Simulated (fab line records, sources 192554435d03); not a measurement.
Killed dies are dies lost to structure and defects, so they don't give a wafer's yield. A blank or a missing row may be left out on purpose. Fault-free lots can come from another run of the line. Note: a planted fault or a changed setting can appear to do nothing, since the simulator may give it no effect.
Which tool was responsible?    flow n5_finfet    26 wafers from 9 lots sampled at 6 of the route's 1938 steps

## WHAT THE GAUGES READ, wafer by wafer
N5_BEOL_M4_RC_MEAS_101. Usual: DIBL_N 36.3 mV/V, standard deviation 2.2; DIBL_P 36.0 mV/V, standard deviation 2.4; IOFF_N 0.16 nA/um, standard deviation 0.042; IOFF_P 0.22 nA/um, standard deviation 0.041; ION_N 672 uA/um, standard deviation 14; ION_P 462 uA/um, standard deviation 7.9; SS_N 71.7 mV/dec, standard deviation 0.76; SS_P 73.3 mV/dec, standard deviation 0.72; VT_N 250 mV, standard deviation 3.6; VT_P -249 mV, standard deviation 3.
lot   measured      on         DIBL_N (mV/V)   DIBL_P (mV/V)   IOFF_N (nA/um)  IOFF_P (nA/um)  ION_N (uA/um)  ION_P (uA/um)  SS_N (mV/dec)   SS_P (mV/dec)   VT_N (mV)    VT_P (mV)       flag
L548  day 8 07:45   prober-02  37.1 35.7 38.0  36.6 36.3 37.9  0.18 0.15 0.20  0.24 0.24 0.27  673 667 679    467 466 463    71.0 71.5 72.0  73.4 73.0 73.9  251 252 244  -249 -246 -244  
L549  day 8 11:30   prober-02  34.8 38.0 36.3  35.2 37.8 36.1  0.15 0.21 0.17  0.20 0.26 0.22  679 687 689    465 464 465    70.7 72.2 71.3  72.5 74.1 73.2  251 248 249  -251 -249 -251  
L551  day 8 23:58   prober-02  37.0 38.0 37.0  38.2 38.6 37.7  0.18 0.19 0.17  0.25 0.25 0.24  675 666 676    465 454 470    72.0 72.3 72.0  74.1 73.6 73.1  248 246 247  -249 -251 -249  
L553  day 9 13:12   prober-01  32.6 35.4 35.2  30.9 35.6 34.7  0.10 0.16 0.14  0.14 0.20 0.18  651 671 661    450 460 454    71.1 71.6 72.3  71.5 72.7 72.0  256 248 248  -253 -250 -250  
L554  day 9 17:12   prober-02  35.0 35.1 37.3  34.9 34.7 37.2  0.15 0.15 0.20  0.21 0.21 0.27  661 672 673    459 462 466    71.3 70.9 71.7  72.7 73.5 74.0  253 251 247  -249 -250 -247  
L555  day 9 18:18   prober-01  34.6 36.1 37.9  33.0 34.1 36.8  0.11 0.13 0.17  0.17 0.19 0.24  662 663 689    458 458 470    70.9 71.0 72.2  72.2 72.6 72.9  253 253 250  -253 -250 -246  
L564  day 12 05:41  prober-01  35.7 37.2       35.3 37.2       0.14 0.17       0.18 0.20       650 662        445 460        71.6 72.2       72.7 73.2       253 250      -252 -251       
L566  day 14 01:11  prober-01  37.3 38.0 33.8  39.3 39.8 34.4  0.20 0.21 0.12  0.30 0.31 0.19  689 692 661    482 476 460    70.9 72.5 70.5  74.7 74.0 72.2  244 245 252  -241 -244 -249  
L570  day 14 21:55  prober-02  36.6 34.5 33.8  36.4 35.3 34.7  0.15 0.13 0.11  0.18 0.18 0.16  655 664 657    445 459 453    72.2 70.8 70.8  73.0 72.3 72.7  253 251 255  -253 -255 -252  

N5_BEOL_M9_INSPECT_58: inspects for defects (darkfield). Usual: raw_defect_count reads 64 (standard deviation 20).
lot   measured      on                 raw_defect_count  flag
L548  day 10 01:30  defect_inspect-02  120 66 104        
L549  day 10 09:59  defect_inspect-01  58 66 58          
L551  day 10 20:55  defect_inspect-02  83 38 49          
L553  day 11 07:10  defect_inspect-02  47 76 54          
L554  day 11 12:02  defect_inspect-01  119 60 75         
L555  day 11 12:19  defect_inspect-02  51 67 58          
L564  day 14 01:27  defect_inspect-02  60 49             
L566  day 16 02:35  defect_inspect-01  48 77 81          
L570  day 17 07:41  defect_inspect-01  50 43 47          

N5_BEOL_M10_CD_MEAS_28 targets a cd of 70 nm. Usual: cd_nm reads 69.8 nm (standard deviation 0.91).
lot   measured      on         cd_nm (nm)      flag
L548  day 10 06:40  cd_sem-03  70.1 68.9 70.0  
L549  day 10 14:10  cd_sem-02  69.1 70.2 70.2  
L551  day 10 23:44  cd_sem-01  80.5 81.4 79.8  OFF
L553  day 11 10:43  cd_sem-03  79.6 78.5 79.7  OFF
L554  day 11 15:04  cd_sem-03  77.0 76.7 77.7  OFF
L555  day 11 15:13  cd_sem-03  70.1 70.8 70.5  
L564  day 14 05:19  cd_sem-01  70.1 71.5       
L566  day 16 05:31  cd_sem-03  68.5 68.1 69.0  
L570  day 17 12:50  cd_sem-01  68.4 68.3 68.3  

## EACH LOT AND THE TOOL THAT RAN IT (in order: tool; ch and the chambers of the sampled wafers; start)
lot   N5_BEOL_M10_ILD_DEP_00           N5_BEOL_M10_ETCH_62                 N5_BEOL_M10_EXPOSE_25
L548  pecvd-03 ch 1,2, day 10 01:32    rie_diel-05 ch 1,2,3, day 10 05:50  arfi_scanner-01 ch 0, day 10 06:32
L549  pecvd-03 ch 1,2, day 10 10:02    rie_diel-01 ch 0,1,3, day 10 12:35  arfi_scanner-01 ch 0, day 10 14:02
L551  pecvd-03 ch 0,1, day 10 20:57    rie_diel-01 ch 0,1,3, day 10 22:58  arfi_scanner-01 ch 0, day 10 23:37
L553  pecvd-04 ch 0,2, day 11 07:13    rie_diel-05 ch 0,3, day 11 09:42    arfi_scanner-01 ch 0, day 11 10:34
L554  pecvd-04 ch 0,2, day 11 12:05    rie_diel-05 ch 0,2, day 11 13:26    arfi_scanner-01 ch 0, day 11 14:56
L555  pecvd-04 ch 0,2, day 11 12:21    rie_diel-03 ch 1,3, day 11 13:52    arfi_scanner-03 ch 0, day 11 15:05
L564  pecvd-04 ch 0, day 14 01:29      rie_diel-01 ch 0,2, day 14 03:08    arfi_scanner-02 ch 0, day 14 05:11
L566  pecvd-04 ch 0,1, day 16 02:38    rie_diel-05 ch 1,2, day 16 04:04    arfi_scanner-03 ch 0, day 16 05:23
L570  pecvd-01 ch 0,1,2, day 17 07:43  rie_diel-01 ch 2,3, day 17 09:22    arfi_scanner-02 ch 0, day 17 12:42
- N5_BEOL_M10_ILD_DEP_00: deposits SiCOH lowk from DEMS/porogen, target thk 308.51 nm, time 58 s.
- N5_BEOL_M10_ETCH_62: etches SOC in N2/H2, target depth 110 nm, overetch 22 nm, time 165 s.
- N5_BEOL_M10_EXPOSE_25: exposes mask V9.

## AS READ BY THE TOOLS THEMSELVES (means over the sampled wafers that have a number; for cases with no such wafer, the mark the record gives instead)
N5_BEOL_M10_ILD_DEP_00. Usual: heater_power_w 317 W, standard deviation 57; showerhead_plenum_p_Torr 5.746 Torr, standard deviation 0.019; throttle_valve_pct 14.0 %, standard deviation 1.
lot   tool      heater_power_w (W)  showerhead_plenum_p_Torr (Torr)  throttle_valve_pct (%)  flag
L548  pecvd-03  258                 5.749                            12.9                    
L549  pecvd-03  272                 5.753                            13.0                    
L551  pecvd-03  356                 5.776                            15.1                    
L553  pecvd-04  376                 5.727                            15.0                    
L554  pecvd-04  345                 5.737                            14.9                    
L555  pecvd-04  331                 5.747                            14.2                    
L564  pecvd-04  374                 5.724                            15.4                    
L566  pecvd-04  290                 5.731                            14.9                    
L570  pecvd-01  309                 5.734                            13.4                    

N5_BEOL_M10_ETCH_62. Usual: drypump_motor_current_A 5.7 A, standard deviation 0.42; h2_flow_sccm 200.1 sccm, standard deviation 0.63; oes_product_au 0.69 a.u., standard deviation 0.075; rf_vpp_V 524.8 V, standard deviation 2.9; showerhead_plenum_p_Torr 2.57 Torr, standard deviation 0.1; throttle_valve_pct 17.78 %, standard deviation 0.24.
lot   tool         drypump_motor_current_A (A)  h2_flow_sccm (sccm)  oes_product_au (a.u.)  rf_vpp_V (V)  showerhead_plenum_p_Torr (Torr)  throttle_valve_pct (%)  flag
L548  rie_diel-05  5.9                          200.4                0.60                   523.3         2.50                             17.91                   
L549  rie_diel-01  5.7                          200.6                0.71                   527.3         2.65                             17.84                   
L551  rie_diel-01  5.6                          200.2                0.71                   527.8         2.65                             17.83                   
L553  rie_diel-05  6.1                          199.5                0.73                   525.7         2.61                             17.52                   
L554  rie_diel-05  6.1                          199.9                0.73                   527.3         2.68                             17.60                   
L555  rie_diel-03  5.5                          200.5                0.66                   521.6         2.43                             17.78                   
L564  rie_diel-01  5.4                          199.8                0.67                   526.3         2.61                             17.77                   
L566  rie_diel-05  6.0                          199.9                0.64                   524.9         2.56                             17.92                   
L570  rie_diel-01  5.6                          199.4                0.69                   525.8         2.65                             18.05                   

N5_BEOL_M10_EXPOSE_25. Usual: exposure_dose_mJ_cm2 reads 85.43 (standard deviation 0.079).
lot   tool             exposure_dose_mJ_cm2  flag
L548  arfi_scanner-01  85.46                 
L549  arfi_scanner-01  85.40                 
L551  arfi_scanner-01  97.07                 OFF
L553  arfi_scanner-01  94.77                 OFF
L554  arfi_scanner-01  92.91                 OFF
L555  arfi_scanner-03  85.52                 
L564  arfi_scanner-02  85.33                 
L566  arfi_scanner-03  85.47                 
L570  arfi_scanner-02  85.41                 

## THE ANSWER, worked out from the rows above alone
Rule: lot off if the mean of its wafers having a number is beyond 3 standard deviations from the usual mean. A lot without any number at a reading at which 4 lots or more have one is off too. All remaining lots with rows at the step are treated as sound. The gauges are gone through in route order, then the tools' own readings, and for those a lot's mean is taken as printed above. At the first step where some lot is off, the reading lying furthest off is the one used; lots without a number count as furthest.
Off: L551, L553, L554 (N5_BEOL_M10_CD_MEAS_28, cd_nm).
If a tool, at a process step before that reading, ran all the lots that are off and no sound lot after the first of them, it fits. Not tried: the gauges at N5_BEOL_M10_CD_MEAS_28; whatever is off there is also off at N5_BEOL_M10_EXPOSE_25, on other tools, and gauge error can't account for it. One candidate fits, namely arfi_scanner-01 at N5_BEOL_M10_EXPOSE_25. Its last sound lot is L549 (day 10 14:02), its first lot that is off L551 (day 10 23:37): a fault that began between those two fits.
The tool's own readings at N5_BEOL_M10_EXPOSE_25 bear it out: on the lots that are off they differ by more than 5 times the standard deviation of the sound lots' means. exposure_dose_mJ_cm2 reads 94.92 there against 85.43 on the sound lots.

## WHAT THE SIMULATOR PUT IN
Process parameters drifting: arfi_scanner-01 at N5_BEOL_M10_EXPOSE_25, beginning at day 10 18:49. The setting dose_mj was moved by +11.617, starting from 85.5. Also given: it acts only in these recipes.
Lots struck among those shown: L551, L553, L554. Same finding as the rule above.
